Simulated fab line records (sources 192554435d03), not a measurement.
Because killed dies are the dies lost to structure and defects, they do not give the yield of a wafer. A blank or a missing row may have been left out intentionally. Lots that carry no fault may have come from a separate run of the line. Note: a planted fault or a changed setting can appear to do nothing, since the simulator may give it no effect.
Which tool did it? | flow n5Finfet | 10 lots with 28 wafers sampled at 4 steps, on a route of 1938 steps

## WHAT EACH GAUGE READ, for each wafer
N5_MOL_CONTACT_COAG_CD_MEAS_08: target cd 28 nm.
lot  | measured     | on       | cdNm (nm)
L222 | day 4 23:51  | cdSem-03 | 27.83 27.95 27.74
L224 | day 5 10:52  | cdSem-01 | 27.82 27.95 27.87
L225 | day 5 15:01  | cdSem-01 | 27.91 27.67 27.84
L234 | day 7 22:37  | cdSem-01 | 28.51 28.41 27.83
L236 | day 8 08:03  | cdSem-03 | 28.37 28.50 28.34
L237 | day 8 14:25  | cdSem-02 | 28.48 28.03
L239 | day 9 03:25  | cdSem-03 | 27.68 27.82
L238 | day 9 05:57  | cdSem-02 | 27.84 27.99 27.78
L242 | day 9 22:52  | cdSem-01 | 27.82 27.80 28.16
L243 | day 10 10:29 | cdSem-03 | 28.35 28.18 28.47

## EACH LOT AND THE TOOL THAT RAN IT (in order: tool; ch and the chambers of the sampled wafers; start)
lot  | N5_GATE_CUT_CMP_02           | N5_GATE_CUT_STRIP_41              | N5_GATE_CUT_ALD_22
L222 | cmp-03 ch 2,3, day 4 19:23   | rieDiel-04 ch 0,3, day 4 20:25    | aldSin-04 ch 1,3, day 4 21:01
L224 | cmp-03 ch 1,3, day 5 06:27   | rieDiel-04 ch 0,1,3, day 5 07:26  | aldSin-04 ch 1,2,3, day 5 08:03
L225 | cmp-03 ch 0,3, day 5 10:29   | rieDiel-01 ch 1,3, day 5 11:35    | aldSin-04 ch 1,2,3, day 5 12:12
L234 | cmp-01 ch 1,3, day 7 17:39   | rieDiel-04 ch 1,2,3, day 7 18:55  | aldSin-03 ch 1,3, day 7 19:32
L236 | cmp-03 ch 0,2, day 8 03:27   | rieDiel-04 ch 0,1,2, day 8 04:37  | aldSin-03 ch 0,3, day 8 05:14
L237 | cmp-03 ch 1,3, day 8 09:45   | rieDiel-01 ch 1,3, day 8 10:49    | aldSin-01 ch 3, day 8 11:28
L239 | cmp-04 ch 0,1, day 8 22:33   | rieDiel-03 ch 2,3, day 8 23:34    | aldSin-04 ch 1,3, day 9 00:20
L238 | cmp-01 ch 1,2,3, day 9 01:12 | rieDiel-03 ch 0,2,3, day 9 02:19  | aldSin-04 ch 0,2, day 9 02:56
L242 | cmp-01 ch 1,2,3, day 9 18:06 | rieDiel-01 ch 1,2,3, day 9 19:10  | aldSin-04 ch 0,1,3, day 9 19:49
L243 | cmp-01 ch 2,3, day 10 05:23  | rieDiel-01 ch 0,2,3, day 10 06:32 | aldSin-04 ch 1,2, day 10 07:40
- N5_GATE_CUT_CMP_02: polishes, stops on SiO2, t overpolish 12.7 s, target thk 0 nm.
- N5_GATE_CUT_STRIP_41: strips in CF4.
- N5_GATE_CUT_ALD_22: deposits SiNx, target thk 16 nm, pulse time 1 s, ald cycles 320.

## THE ANSWER, worked out from the rows above alone
Rule: the lots themselves supply what counts as usual. Put in order of their means at a reading, lots are off if they are a third of the lots or fewer, leave a main group of 4 or more, and stand apart from it by a gap of 3 or more times the standard deviation of the main group's means; of several such gaps the widest counts. Not used: any main group whose means are identical at the precision the tables above print for the reading. Also off: a lot with no number at a reading for which 4 or more lots have one. All remaining lots with rows at the step are treated as sound.
Across all readings shown, no lot is off: no conclusion can be drawn from this.

## WHAT THE SIMULATOR HAD INSERTED
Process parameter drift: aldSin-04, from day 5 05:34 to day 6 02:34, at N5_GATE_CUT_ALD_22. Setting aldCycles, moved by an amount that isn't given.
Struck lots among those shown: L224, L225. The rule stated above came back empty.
